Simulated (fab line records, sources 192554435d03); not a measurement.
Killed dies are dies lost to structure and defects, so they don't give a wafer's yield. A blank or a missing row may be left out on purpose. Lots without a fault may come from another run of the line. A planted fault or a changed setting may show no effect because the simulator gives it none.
Split-lot experiment | flow n5_finfet | 7 lots, 21 wafers read, on a route of 1938 steps

THE SPLIT
At N5_BEOL_M7_DESCUM_33 (chemistry O2, time 7 s), the setting time_s was moved away from the recipe's 7 s on 6 of the 21 wafers read, by -18.1% to +20.8%. The other wafers ran this setting at the recipe's value.

The file shows no step between the split and the reading.

THE READING
CAR-EUV_of_BEOL_M7_COAT_22.thk_nm (the simulator's own value, which no gauge read), in nm, at N5_BEOL_M7_ETCH_72 (etches underlayer in N2/H2, target depth 6.5 nm, time 5.2 s). The file gives no usual value for it. The 15 wafers here that ran the recipe average 20.3 nm, standard deviation 0.12 nm.

wafer  | tool, chamber at the split | time_s as run, s | against the recipe | CAR-EUV_of_BEOL_M7_COAT_22.thk_nm, nm | against lot-mates on the recipe
L074.3 | rie_diel-01, 3,0           | 7                | recipe             | 20.2                                  | -
L074.6 | rie_diel-01, 2             | 7                | recipe             | 20.2                                  | -
L074.4 | rie_diel-01, 3,0           | 7                | recipe             | 20                                    | -
L078.1 | rie_diel-04, 1,0           | 7.425            | +6.1%              | 20                                    | -0.2
L078.4 | rie_diel-04, 1,0           | 7.425            | +6.1%              | 20                                    | -0.2
L078.3 | rie_diel-04, 3             | 7                | recipe             | 20.2                                  | -
L080.1 | rie_diel-01, 3             | 5.734            | -18.1%             | 21                                    | +0.8
L080.3 | rie_diel-01, 0             | 5.734            | -18.1%             | 21                                    | +0.8
L080.5 | rie_diel-01, 0             | 7                | recipe             | 20.2                                  | -
L082.1 | rie_diel-06, 0,2           | 7                | recipe             | 20.2                                  | -
L082.3 | rie_diel-06, 0,2           | 7                | recipe             | 20.4                                  | -
L082.6 | rie_diel-06, 2             | 7                | recipe             | 20.4                                  | -
L086.1 | rie_diel-04, 2,3,0         | 7                | recipe             | 20.4                                  | -
L086.2 | rie_diel-04, 2,3,0         | 7                | recipe             | 20.2                                  | -
L086.3 | rie_diel-04, 2,3,0         | 7                | recipe             | 20.2                                  | -
L090.3 | rie_diel-06, 0             | 7                | recipe             | 20.4                                  | -
L090.4 | rie_diel-06, 1             | 7                | recipe             | 20.4                                  | -
L090.6 | rie_diel-06, 1             | 6.152            | -12.1%             | 21                                    | +0.6
L097.1 | rie_diel-06, 2,0           | 7                | recipe             | 20.4                                  | -
L097.2 | rie_diel-06, 2,0           | 7                | recipe             | 20.4                                  | -
L097.3 | rie_diel-06, 3             | 8.457            | +20.8%             | 19.8                                  | -0.6
Where a row lists several chambers, the file gives one row for several wafers and doesn't say which wafer went through which chamber.

THE FIT
A straight line over all 21 wafers: CAR-EUV_of_BEOL_M7_COAT_22.thk_nm changes by -0.0365 nm for each +1% of time_s; r = -0.91; the points scatter about the line by 0.14 nm.
The same after taking each lot's own level away (the mean of its wafers on the recipe; 21 wafers): -0.0387 nm for each +1%; r = -0.96; scatter 0.087 nm.
On that fit, the largest move of time_s shifts the reading by 0.81 nm.
The lots' own levels span 20.13 to 20.40 nm, that is 2.2 times the standard deviation above.
So the lot-to-lot level changes the slope little: the two slopes agree.
Check: with one of the wafers moved furthest among these (+20.8%) left out of the fit, the line predicts -0.899 nm for it against its lot-mates. It came out at -0.6 nm against them.

OTHER SPLITS ON THESE WAFERS
These wafers also went through other splits before the reading. Each is held against what the fit with the lots' levels taken away leaves over:
other split on the same wafers    | wafers away from the commonest value | r with CAR-EUV_of_BEOL_M7_COAT_22.thk_nm (lot level and that fit taken away)
N5_BEOL_M5_TRENCH_ETCH_37 time_s  | 6                                    | -0.14
N5_BEOL_M5_ETCH_41 source_w       | 5                                    | -0.17
N5_BEOL_M6_HM_DEP_02 target_thk_a | 6                                    | +0.12

THE WHOLE CHAIN: every reading that the file lists as answering this split, in the file's order
step                 | what it does                                                | reading                                                                            | change (the file's fit)                | r (the file's)
N5_BEOL_M7_DESCUM_33 | chemistry O2, time 7 s                                      | CAR-EUV_of_BEOL_M7_COAT_22.thk_nm (the simulator's own value, which no gauge read) | -0.0343 nm for each +1% of the setting | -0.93
N5_BEOL_M7_ETCH_72   | etches underlayer in N2/H2, target depth 6.5 nm, time 5.2 s | CAR-EUV_of_BEOL_M7_COAT_22.thk_nm (the simulator's own value, which no gauge read) | -0.0375 nm for each +1% of the setting | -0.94

THE FILE'S OWN FIT
CAR-EUV_of_BEOL_M7_COAT_22.thk_nm changes by -0.0375 nm for each +1% of time_s, r = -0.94.
